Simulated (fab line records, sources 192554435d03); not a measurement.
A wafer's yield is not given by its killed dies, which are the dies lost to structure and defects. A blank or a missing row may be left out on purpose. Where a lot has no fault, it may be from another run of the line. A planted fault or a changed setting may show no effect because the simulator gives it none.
fab line records	flow n5_finfet
[record] lots = 6	wafers = 18	last_day = 18
route steps=1938 shown MIM_BOT_LITHO@1855 MIM_BOT_ETCH@1866 PASSIVATION@1936
lots that met no fault: taken from a fault-free run of the same line
start_h: hours from the record's opening day to when the first of the lot's shown wafers began	wait_h: how many hours have passed since the lot's step before this one	" repeats the value in the row above	L1.1+2: a row that stands for several wafers	- value missing, or start not given	* or withheld: withheld	< > ~ a bound
route shown NAME@n: NAME is a module with steps in the file, n the number in the route of the first one	usual: mean/standard deviation of fault-free wafers	same: alike in all rows	chamber/n: place in a boat	sites: the reading at each site	_std_site: the standard deviation of these	_edge_site: the outer-site mean with the inner-site mean subtracted	radius_mm: for every site, how far away it sits from the centre of the wafer	mask NAME#n: copy n	behind: tool/chamber where the wafer was last shaped	hold: the reason the lot was held/the length of the hold in hours/how it ended	device: the transistor (n, p or np) that didn't switch	end of line: the route-end tests of the same wafers	a step with no rows: only its recipe	killed: count of dies lost to structure and defects at first sort (not the wafer's yield)	map: the dies of a wafer, with x for killed, . for not killed, _ for no die there
set.NAME: the setting that was run; set.NAME@STEP: the one run at that earlier step	model.NAME: the simulator's own value behind a step, which no gauge read
lots seen at some steps along the route; tables by step, rows by wafer
services: the hour from which a tool's chamber was out of use, counted from the record's first day as start_h (under 0 if before that day), plus the number of hours and why
[[steps]]
[step N5_MIM_BOT_LITHO_COAT_02]
[recipe] spin_rpm = *	resist_thk_nm = *
[step N5_MIM_BOT_LITHO_EBR_04]
[recipe] solvent = PGMEA	ebr_width_mm = 1.5
[step N5_MIM_BOT_LITHO_SOFTBAKE_03]
[recipe] temp_c = 100	time_s = 90
[step N5_MIM_BOT_LITHO_EXPOSE_05]
[recipe] mask_id = MIM_BOT	na = 0.55	source_shape = conventional	sigma_outer = 0.8	polarization = unpolarized	dose_mj = 24.25
[step N5_MIM_BOT_LITHO_PEB_06]
[recipe] peb_temp_c = withheld	peb_time_s = *
[step N5_MIM_BOT_LITHO_DEVELOP_07]
[recipe] develop_time_s = 60	rinse_liquid = diw	dry = air_spin	dev_temp_c = 21
[step N5_MIM_BOT_LITHO_HARDBAKE_09]
[recipe] temp_c = 130	time_s = 120
[step N5_MIM_BOT_LITHO_CD_MEAS_08]
[recipe] target_cd_nm = 3000	landing_energy_ev = 500	detector = se_inlens	polarity = opening
[usual] cd_nm = 3000.1/1.9
lot.wafer	tool	chamber	start_h	wait_h	cd_nm
L852.1	cd_sem-01	0	299.95	-	3000.6
L852.5	"	0	"	"	2995.5
L852.6	"	0	"	"	2999.4
L858.4	cd_sem-03	0	353.75	-	2999.2
L858.5	"	0	"	"	2998.0
L858.6	"	0	"	"	2999.6
L861.2	cd_sem-03	0	373.21	-	2999.5
L861.3	"	0	"	"	3001.2
L861.6	"	0	"	"	2998.1
L865.2	cd_sem-03	0	408.39	-	3000.9
L865.4	"	0	"	"	2998.1
L865.5	"	0	"	"	2995.5
L863.1	cd_sem-01	0	408.90	-	3001.1
L863.2	"	0	"	"	3001.1
L863.4	"	0	"	"	2997.9
L869.1	cd_sem-01	0	423.77	-	3000.7
L869.2	"	0	"	"	3000.9
L869.4	"	0	"	"	2998.6
[step N5_MIM_BOT_LITHO_OVL_MEAS_11]
[recipe] points_per_wafer = 44
[usual] MIM_BOT_OVL = 1/5.7
lot.wafer	tool	chamber	start_h	wait_h	MIM_BOT_OVL[nm]
L852.1	overlay-02	0	299.98	0.0	-11
L852.5	"	0	"	"	0
L852.6	"	0	"	"	-9
L858.4	overlay-01	0	353.78	0.0	1
L858.5	"	0	"	"	5
L858.6	"	0	"	"	7
L861.2	overlay-01	0	373.24	0.0	5
L861.3	"	0	"	"	5
L861.6	"	0	"	"	-2
L865.2	overlay-01	0	408.42	0.0	2
L865.4	"	0	"	"	-5
L865.5	"	0	"	"	5
L863.1	overlay-01	0	408.93	0.0	5
L863.2	"	0	"	"	1
L863.4	"	0	"	"	8
L869.1	overlay-02	0	423.80	0.0	-1
L869.2	"	0	"	"	9
L869.4	"	0	"	"	-4
[step N5_MIM_BOT_LITHO_INSPECT_12]
[recipe] mode = adi	inspect_instrument = macro
[usual] raw_defect_count = 2.2/1.4
lot.wafer	tool	chamber	start_h	wait_h	raw_defect_count
L852.1	defect_inspect-01	-	300.00	0.0	0
L852.5	"	-	"	"	3
L852.6	"	-	"	"	1
L858.4	defect_inspect-01	-	353.80	0.0	0
L858.5	"	-	"	"	2
L858.6	"	-	"	"	2
L861.2	defect_inspect-02	-	373.26	0.0	2
L861.3	"	-	"	"	2
L861.6	"	-	"	"	2
L865.2	defect_inspect-02	-	408.45	0.0	2
L865.4	"	-	"	"	3
L865.5	"	-	"	"	2
L863.1	defect_inspect-01	-	408.95	0.0	1
L863.2	"	-	"	"	2
L863.4	"	-	"	"	2
L869.1	defect_inspect-01	-	423.83	0.0	3
L869.2	"	-	"	"	0
L869.4	"	-	"	"	1
[step N5_MIM_BOT_LITHO_DESCUM_10]
[recipe] chemistry = O2	time_s = 7.9	source_power_w = 50	bias_power_w = 20	pressure_mtorr = 20	rf_frequency_hz = 2.712e+07	temp_c = 40	o2_flow_sccm = 225
[usual] drypump_motor_current_A = 5.6/0.53	oes_product_au = 0.79/0.075	rf_fwd_power_W = 49.61/0.18	rf_vpp_V = 242.9/1.5	showerhead_plenum_p_Torr = 2.08/0.074	throttle_valve_pct = 20.39/0.21
lot.wafer	tool	chamber	start_h	wait_h	drypump_motor_current_A	oes_product_au	rf_fwd_power_W	rf_hours_counter_h	rf_vpp_V	showerhead_plenum_p_Torr	throttle_valve_pct
L852.1	rie_diel-04	1	300.04	0.0	5.7	0.71	49.88	219	240.9	1.98	20.15
L852.5	"	3	"	"	5.8	0.67	49.42	-	241.8	2.07	20.33
L852.6	"	1	"	"	5.7	0.71	49.71	-	242.1	1.98	20.16
L858.4	rie_diel-06	2	353.83	0.0	5.4	0.86	49.53	42	243.0	2.14	20.45
L858.5	"	0	"	"	5.2	0.81	49.76	-	240.5	2.11	20.38
L858.6	"	3	"	"	5.0	0.85	49.50	-	244.7	2.20	20.61
L861.2	rie_diel-03	1	373.30	0.0	6.3	0.74	49.87	163	241.8	2.06	20.08
L861.3	"	2	"	"	5.6	0.75	49.75	145	241.6	2.02	20.71
L861.6	"	3	"	"	5.7	0.74	49.47	-	240.6	1.99	20.32
L865.2	rie_diel-04	3	408.48	0.0	5.8	0.90	49.61	22	241.9	2.05	20.02
L865.4	"	2	"	"	6.8	0.88	49.89	35	241.6	2.03	20.47
L865.5	"	2	"	"	6.8	0.87	49.93	-	243.0	2.03	20.45
L863.1	rie_diel-03	3	408.99	0.0	5.7	0.72	49.66	176	241.8	1.99	20.35
L863.2	"	1	"	"	6.3	0.72	49.87	178	243.0	2.06	20.09
L863.4	"	2	"	"	5.6	0.75	49.56	151	241.2	2.02	20.72
L869.1	rie_diel-03	2	423.86	0.0	5.6	0.75	50.00	156	240.8	2.01	20.72
L869.2	"	0	"	"	5.2	0.72	49.34	188	244.0	2.15	20.54
L869.4	"	3	"	"	5.7	0.73	49.85	181	241.4	1.99	20.36
[step N5_MIM_BOT_ETCH_ETCH_04]
[recipe] chemistry = CF4/O2	target = SiNx	target_depth_a = 260	time_s = 13	ion_energy_ev = 100	pressure_mtorr = 40	source_w = 535	bias_w = 49	Ar_flow_sccm = 100	cf4_flow_sccm = 100	O2_flow_sccm = 10
[usual] O2_flow_sccm = 10.00/0.031	bias_w = 49.01/0.14	drypump_motor_current_A = 5.6/0.53	oes_product_au = 0.80/0.076	rf_fwd_power_W = 531.6/1.9	rf_vpp_V = 240/3.9	showerhead_plenum_p_Torr = 2.20/0.079	throttle_valve_pct = 15.99/0.18
lot.wafer	tool	chamber	start_h	wait_h	O2_flow_sccm	bias_w	drypump_motor_current_A	oes_product_au	rf_fwd_power_W	rf_hours_counter_h	rf_vpp_V	showerhead_plenum_p_Torr	throttle_valve_pct
L852.1	rie_diel-04	1	300.10	0.0	9.94	49.05	5.7	0.72	530.8	219	239	2.10	15.84
L852.5	"	3	"	"	10.02	49.01	5.8	0.67	529.6	-	237	2.19	16.04
L852.6	"	1	"	"	9.98	49.18	5.7	0.73	529.9	-	238	2.10	15.83
L858.4	rie_diel-06	2	353.90	0.0	9.93	48.99	5.4	0.87	531.0	42	240	2.24	15.86
L858.5	"	0	"	"	9.97	49.08	5.3	0.82	532.8	-	240	2.23	15.96
L858.6	"	3	"	"	9.99	48.92	4.9	0.85	532.4	-	245	2.33	16.26
L861.2	rie_diel-03	1	373.36	0.0	9.98	49.20	6.3	0.73	533.0	163	244	2.21	15.82
L861.3	"	2	"	"	9.96	48.98	5.6	0.75	533.4	145	246	2.11	16.17
L861.6	"	3	"	"	10.02	48.94	5.7	0.74	534.2	-	237	2.11	15.88
L865.2	rie_diel-04	3	408.54	0.0	9.99	49.05	5.8	0.91	528.9	22	235	2.17	15.62
L865.4	"	2	"	"	10.01	49.20	6.8	0.89	532.2	35	240	2.16	16.05
L865.5	"	2	"	"	10.00	49.15	6.8	0.89	534.2	-	240	2.16	16.07
L863.1	rie_diel-03	3	409.05	0.0	10.02	49.01	5.7	0.73	532.0	176	239	2.10	15.92
L863.2	"	1	"	"	10.01	48.86	6.4	0.72	533.5	178	246	2.20	15.84
L863.4	"	2	"	"	9.99	49.30	5.6	0.75	531.5	151	246	2.11	16.19
L869.1	rie_diel-03	2	423.93	0.0	10.00	48.80	5.6	0.74	531.7	156	249	2.11	16.20
L869.2	"	0	"	"	10.01	48.87	5.2	0.72	529.4	188	241	2.28	16.21
L869.4	"	3	"	"	10.00	49.01	5.7	0.73	532.7	181	239	2.10	15.94
[step N5_MIM_BOT_ETCH_ETCH_03]
[recipe] chemistry = Cl2/BCl3	target_depth_a = 120	pressure_mtorr = 8	icp_w = 800	bias_w = 100	Cl2_flow_sccm = 20	bcl3_flow_sccm = 80
[usual] bias_w = 99.96/0.28	drypump_motor_current_A = 5.7/0.65	oes_product_au = 0.81/0.089	rf_fwd_power_W = 794.9/2.6	throttle_valve_pct = 27.62/0.21
lot.wafer	tool	chamber	start_h	wait_h	bias_w	drypump_motor_current_A	oes_product_au	rf_fwd_power_W	rf_hours_counter_h	throttle_valve_pct	model.etch.depth_nm
L852.1	rie_metal-02	0	300.19	0.1	100.03	5.7	0.82	796.5	25	27.29	11.78
L852.5	"	1	"	"	99.87	5.9	0.62	794.4	-	27.62	11.49
L852.6	"	0	"	"	100.18	5.7	0.82	796.7	-	27.30	11.91
L858.4	rie_metal-03	1	354.02	0.1	89.86	5.1	0.72	793.3	-	27.42	12.04
L858.5	"	0	"	"	99.73	5.3	0.90	793.6	-	27.68	12.23
L858.6	"	1	"	"	89.82	5.1	0.72	791.5	-	27.42	12.05
L861.2	rie_metal-03	1	373.45	0.1	89.49	5.1	0.72	795.7	67	27.42	12.1
L861.3	"	0	"	"	99.75	5.3	0.89	790.2	-	27.68	12.37
L861.6	"	1	"	"	89.89	5.1	0.72	793.9	-	27.41	12.12
L865.2	rie_metal-02	0	408.63	0.1	99.93	5.7	0.78	793.8	35	27.32	11.69
L865.4	"	1	"	"	100.08	5.9	0.91	796.9	-	27.58	11.7
L865.5	"	0	"	"	100.00	5.7	0.78	793.5	-	27.33	11.83
L863.1	rie_metal-02	0	409.14	0.1	99.78	5.7	0.79	794.4	35	27.32	11.82
L863.2	"	1	"	"	99.81	5.9	0.92	795.6	6	27.60	11.8
L863.4	"	1	"	"	99.50	5.9	0.92	801.1	-	27.59	11.74
L869.1	rie_metal-03	1	424.02	0.1	100.51	5.1	0.73	798.1	70	27.43	12.34
L869.2	"	0	"	"	99.71	5.3	0.86	792.0	16	27.67	12.14
L869.4	"	1	"	"	100.39	5.1	0.73	798.5	-	27.45	12.34
[step N5_MIM_BOT_ETCH_ETCH_00]
[recipe] chemistry = Cl2/BCl3	target = TiN	target_depth_a = 455	ion_energy_ev = 150	pressure_mtorr = 10	icp_w = 1000	bias_w = 126	Cl2_flow_sccm = 53.25	bcl3_flow_sccm = 21.75	Ar_flow_sccm = 25
[usual] bias_w = 125.9/0.37	drypump_motor_current_A = 5.7/0.64	oes_product_au = 0.81/0.089	rf_fwd_power_W = 995.1/2.8	throttle_valve_pct = 21.95/0.21
lot.wafer	tool	chamber	start_h	wait_h	bias_w	drypump_motor_current_A	oes_product_au	rf_fwd_power_W	rf_hours_counter_h	throttle_valve_pct
L852.1	rie_metal-02	0	300.28	0.1	125.4	5.7	0.81	997.1	25	21.66
L852.5	"	1	"	"	125.4	5.9	0.63	998.4	-	22.13
L852.6	"	0	"	"	125.7	5.7	0.83	992.8	-	21.67
L858.4	rie_metal-03	1	354.12	0.1	126.2	5.1	0.75	990.9	-	21.77
L858.5	"	0	"	"	126.0	5.3	0.90	993.0	-	21.97
L858.6	"	1	"	"	126.4	5.1	0.75	991.8	-	21.76
L861.2	rie_metal-03	1	373.54	0.1	126.3	5.1	0.74	994.2	67	21.76
L861.3	"	0	"	"	126.0	5.3	0.88	993.1	-	21.99
L861.6	"	1	"	"	125.3	5.1	0.74	995.5	-	21.77
L865.2	rie_metal-02	0	408.72	0.1	126.1	5.7	0.78	992.4	35	21.67
L865.4	"	1	"	"	125.7	5.9	0.92	995.1	-	21.98
L865.5	"	0	"	"	125.9	5.6	0.80	998.9	-	21.67
L863.1	rie_metal-02	0	409.23	0.1	125.8	5.7	0.79	1001.3	35	21.69
L863.2	"	1	"	"	126.9	5.9	0.91	998.2	6	21.97
L863.4	"	1	"	"	125.9	5.9	0.91	995.7	-	22.00
L869.1	rie_metal-03	1	424.11	0.1	126.3	5.1	0.73	997.6	70	21.78
L869.2	"	0	"	"	126.2	5.3	0.87	992.5	16	21.99
L869.4	"	1	"	"	126.2	5.1	0.74	995.9	-	21.78
[step N5_PASSIVATION_PROBE_49]
[usual] defect_limited_yield = 91.2/1.4	killed_at_M0_to_M3 = 34/9.4	killed_at_M4_up = 14/5.6	killed_at_contacts = 13/7.8	killed_at_front_end = 37/10	killed_at_other = 4/3.3	killed_dies = 103/17	killed_open = 68/13	killed_short = 33/8.2	sort_bin_4_leakage = 0.00/0.0071	sort_bin_5_function = 5.1/0.92	sort_bin_6_memory = 3.3/0.71	sort_n_pass = 1077/17	sort_yield_pct = 91.2/1.4
[same] gross_dies = 1180	killed_at_back_side = 0	sort_bin_8_speed[%] = 0
lot.wafer	tool	chamber	start_h	wait_h	defect_limited_yield[%]	killed_at_M0_to_M3	killed_at_M4_up	killed_at_contacts	killed_at_front_end	killed_at_other	killed_dies	killed_open	killed_short	sort_bin_4_leakage[%]	sort_bin_5_function[%]	sort_bin_6_memory[%]	sort_n_pass	sort_yield_pct[%]
L852.1	prober-02	-	309.04	0.0	87.3	29	23	24	70	4	150	97	53	0	6.7	5.3	1030	87.3
L852.5	prober-02	-	309.24	0.2	90.8	34	25	10	38	2	109	69	40	0	5.0	3.6	1071	90.8
L852.6	prober-02	-	309.29	0.3	90.8	28	19	11	44	6	108	65	43	0	4.7	3.9	1072	90.8
L858.4	prober-01	-	362.92	0.2	90.0	39	12	16	46	5	118	72	44	0	5.5	3.9	1062	90.0
L858.5	prober-01	-	362.97	0.2	91.9	28	7	21	30	10	96	66	30	0	4.9	2.9	1084	91.9
L858.6	prober-01	-	363.02	0.3	92.3	28	7	23	28	5	91	65	23	0.08	4.2	3.5	1088	92.2
L861.2	prober-01	-	381.64	0.1	90.8	35	10	21	40	2	108	74	34	0	5.8	3.0	1072	90.8
L861.3	prober-01	-	381.69	0.1	94.9	18	9	11	17	5	60	38	17	0	3.3	1.4	1120	94.9
L861.6	prober-01	-	381.84	0.3	90.4	32	7	33	34	7	113	76	34	0	5.6	3.5	1067	90.4
L865.2	prober-02	-	416.88	0.1	93.2	31	11	6	31	1	80	52	28	0	4.5	2.1	1100	93.2
L865.4	prober-02	-	416.98	0.2	92.9	29	7	5	43	0	84	45	36	0	4.3	2.2	1096	92.9
L865.5	prober-02	-	417.03	0.2	91.9	25	8	6	46	11	96	55	41	0	5.5	2.5	1084	91.9
L863.1	prober-02	-	418.67	0.0	92.4	19	13	16	36	6	90	62	26	0	5.3	2.0	1090	92.4
L863.2	prober-02	-	418.72	0.1	91.6	38	12	4	36	9	99	68	27	0	4.7	3.3	1081	91.6
L863.4	prober-02	-	418.82	0.2	91.3	36	7	9	39	12	103	63	39	0	4.4	3.9	1077	91.3
L869.1	prober-01	-	434.96	0.0	91.2	26	17	20	38	3	104	77	25	0	4.7	4.0	1076	91.2
L869.2	prober-01	-	435.01	0.1	93.6	17	10	4	36	9	76	51	22	0	3.9	2.0	1104	93.6
L869.4	prober-01	-	435.11	0.2	89.4	38	24	26	24	13	125	87	38	0	7.0	3.2	1055	89.4
// killed by level:class
L852.1 STI_FIN_REVEAL:geometric_particle:open=21 FIN_SAQP:geometric_particle:short=18 MOL_CONTACT_COAG:geometric_particle:open=18 FIN_SAQP:geometric_particle:open=12 BEOL_M4:geometric_particle:open=11 BEOL_M4:geometric_particle:short=8 BEOL_M0_SAQP:geometric_particle:open=7 MOL_CONTACT_COAG:geometric_particle:short=6
L852.5 BEOL_M4:geometric_particle:open=12 MOL_CONTACT_COAG:geometric_particle:open=9 BEOL_M0_SAQP:geometric_particle:short=9 FIN_SAQP:geometric_particle:short=8 STI_FIN_REVEAL:geometric_particle:open=8 BEOL_M2:geometric_particle:open=7 BEOL_M0_SAQP:geometric_particle:open=6 STARTING-WAFER:geometric_particle:short=6
L852.6 BEOL_M0_SAQP:geometric_particle:short=12 BEOL_M4:geometric_particle:open=12 STI_FIN_REVEAL:geometric_particle:open=11 FIN_SAQP:geometric_particle:open=9 MOL_CONTACT_COAG:geometric_particle:open=8 FIN_SAQP:geometric_particle:short=6 BEOL_M1:geometric_particle:open=5 STARTING-WAFER:geometric_particle:open=5
L858.4 MOL_CONTACT_COAG:geometric_particle:open=13 STI_FIN_REVEAL:geometric_particle:open=9 BEOL_M0_SAQP:geometric_particle:short=9 BEOL_M0_SAQP:geometric_particle:open=7 GATE_CUT:geometric_particle:short=7 FIN_SAQP:geometric_particle:short=6 DUMMY_GATE:geometric_particle:open=6 FIN_SAQP:geometric_particle:open=5
L858.5 MOL_CONTACT_COAG:geometric_particle:open=17 FIN_SAQP:geometric_particle:short=9 BEOL_M2:geometric_particle:open=8 FIN_SAQP:geometric_particle:open=7 BEOL_M0:geometric_particle:open=5 MOL_CONTACT_COAG:geometric_particle:short=4 BEOL_M3:geometric_particle:open=4 MIM_TOP:geometric_particle:open=4
L858.6 MOL_CONTACT_COAG:geometric_particle:open=18 BEOL_M3:geometric_particle:open=7 BEOL_M2:geometric_particle:open=6 MOL_CONTACT_COAG:geometric_particle:short=5 BEOL_M0:geometric_particle:open=4 STI_FIN_REVEAL:geometric_particle:open=4 DUMMY_GATE:geometric_particle:open=4 BEOL_M4:geometric_particle:open=4
L861.2 MOL_CONTACT_COAG:geometric_particle:open=17 STI_FIN_REVEAL:geometric_particle:open=11 BEOL_M1:geometric_particle:open=9 BEOL_M3:geometric_particle:open=8 BEOL_M0_SAQP:geometric_particle:short=5 FIN_SAQP:geometric_particle:open=4 FIN_SAQP:geometric_particle:short=4 MOL_CONTACT_COAG:geometric_particle:short=4
L861.3 MOL_CONTACT_COAG:geometric_particle:open=9 BEOL_M3:geometric_particle:open=7 FIN_SAQP:geometric_particle:open=3 BEOL_M0_SAQP:geometric_particle:short=3 HKMG_FIN:area_etch=3 FIN_SAQP:geometric_particle:short=2 STI_FIN_REVEAL:geometric_particle:open=2 DUMMY_GATE:geometric_particle:open=2
L861.6 MOL_CONTACT_COAG:geometric_particle:open=25 FIN_SAQP:geometric_particle:short=10 MOL_CONTACT_COAG:geometric_particle:short=8 BEOL_M0_SAQP:geometric_particle:open=8 BEOL_M3:geometric_particle:open=7 FIN_SAQP:geometric_particle:open=6 STI_FIN_REVEAL:geometric_particle:open=6 BEOL_M1:geometric_particle:open=6
L865.2 BEOL_M0_SAQP:geometric_particle:open=12 BEOL_M0_SAQP:geometric_particle:short=12 STI_FIN_REVEAL:geometric_particle:open=11 FIN_SAQP:geometric_particle:short=5 MOL_CONTACT_COAG:geometric_particle:open=5 BEOL_M4:geometric_particle:open=5 FIN_SAQP:geometric_particle:open=4 GATE_CUT:geometric_particle:open=3
L865.4 FIN_SAQP:geometric_particle:short=11 FIN_SAQP:geometric_particle:open=8 STI_FIN_REVEAL:geometric_particle:open=8 BEOL_M0_SAQP:geometric_particle:short=6 BEOL_M0_SAQP:geometric_particle:open=6 BEOL_M3:geometric_particle:open=4 BEOL_M4:geometric_particle:open=4 STARTING-WAFER:geometric_particle:short=4
L865.5 FIN_SAQP:geometric_particle:short=10 STI_FIN_REVEAL:geometric_particle:open=10 GATE_CUT:geometric_particle:short=8 BEOL_M2:geometric_particle:open=8 FIN_SAQP:geometric_particle:open=6 DUMMY_GATE:geometric_particle:open=5 BEOL_M3:geometric_particle:open=5 MOL_CONTACT_COAG:geometric_particle:open=4
L863.1 MOL_CONTACT_COAG:geometric_particle:open=15 FIN_SAQP:geometric_particle:open=10 STI_FIN_REVEAL:geometric_particle:open=7 BEOL_M0_SAQP:geometric_particle:short=7 GATE_CUT:geometric_particle:short=4 BEOL_M4:geometric_particle:open=4 BEOL_M6:geometric_particle:open=4 SPACER0:geometric_particle:open=3
L863.2 BEOL_M3:geometric_particle:open=14 FIN_SAQP:geometric_particle:open=8 STI_FIN_REVEAL:geometric_particle:open=8 BEOL_M1:geometric_particle:open=5 BEOL_M2:geometric_particle:open=5 MOL_CONTACT_COAG:geometric_particle:open=4 BEOL_M0:geometric_particle:open=4 BEOL_M3:geometric_particle:short=4
L863.4 FIN_SAQP:geometric_particle:open=13 MOL_CONTACT_COAG:geometric_particle:open=8 BEOL_M0_SAQP:geometric_particle:short=7 FIN_SAQP:geometric_particle:short=5 BEOL_M0_SAQP:geometric_particle:open=5 BEOL_M0:geometric_particle:short=5 BEOL_M2:geometric_particle:open=5 STI_FIN_REVEAL:geometric_particle:open=4
L869.1 MOL_CONTACT_COAG:geometric_particle:open=16 BEOL_M4:geometric_particle:open=10 DUMMY_GATE:geometric_particle:open=8 FIN_SAQP:geometric_particle:open=7 BEOL_M1:geometric_particle:open=6 BEOL_M3:geometric_particle:open=5 FIN_SAQP:geometric_particle:short=4 MOL_CONTACT_COAG:geometric_particle:short=4
L869.2 PAD_METAL:geometric_particle:open=7 BEOL_M4:geometric_particle:open=6 FIN_SAQP:geometric_particle:open=5 BEOL_M0_SAQP:geometric_particle:short=5 STARTING-WAFER:geometric_particle:short=5 STI_FIN_REVEAL:geometric_particle:open=4 GATE_CUT:geometric_particle:short=4 BEOL_M3:geometric_particle:open=4
L869.4 MOL_CONTACT_COAG:geometric_particle:open=24 BEOL_M4:geometric_particle:open=13 BEOL_M2:geometric_particle:open=9 BEOL_M0_SAQP:geometric_particle:open=7 BEOL_M0_SAQP:geometric_particle:short=6 BEOL_M1:geometric_particle:open=6 BEOL_M3:geometric_particle:short=5 FIN_SAQP:geometric_particle:open=4
[[services]]
tool	chamber	start_h	hours	kind
rie_diel-04	2	281.12	-	clean
rie_diel-04	2	281.12	-	consumable_replace:focus_ring
rie_diel-04	2	281.12	32.3	scheduled_down
rie_diel-04	2	281.12	32.3	vent_cycle
rie_metal-03	1	308.86	17.4	repair
rie_metal-02	1	310.12	-	clean
rie_metal-02	1	310.12	24.6	scheduled_down
rie_metal-02	1	310.12	24.6	vent_cycle
rie_diel-03	0	314.36	19.1	repair
rie_diel-03	1	319.35	9.5	repair
rie_diel-06	0	335.30	4.4	repair
rie_diel-03	3	338.59	11.0	repair
rie_diel-04	3	341.90	-	clean
rie_diel-04	3	341.90	-	consumable_replace:focus_ring
rie_diel-04	3	341.90	15.6	scheduled_down
rie_diel-04	3	341.90	15.6	vent_cycle
rie_diel-04	2	358.26	6.6	repair
rie_diel-06	2	379.85	11.7	repair
rie_diel-03	2	380.00	12.7	repair
rie_diel-04	1	384.22	-	clean
rie_diel-06	0	386.76	22.5	repair
rie_diel-03	2	394.52	8.1	repair
rie_diel-06	-	396.50	0.7	repair
rie_metal-03	1	414.67	6.6	repair
[[key]]
[first_sign] step = N5_MIM_BOT_ETCH_ETCH_03	reading = bias_w	direction = down	sigmas = 36	usual = *	struck = *
effect none on later readings
[model_effect] step = N5_MIM_BOT_ETCH_ETCH_03	value = etch.depth_nm	without = 12.56	struck = 12.07
met_at N5_MIM_BOT_ETCH_ETCH_03
struck_wafers L858.4,L858.6,L861.2,L861.6
[fault] kind = process_parameter_drift	tool = rie_metal-03	chamber = 1	onset_h = 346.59	steps = N5_MIM_BOT_ETCH_ETCH_03	channel = bias_w	offset = *	shape = step	end_h = 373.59	acts_in = *	stated = *
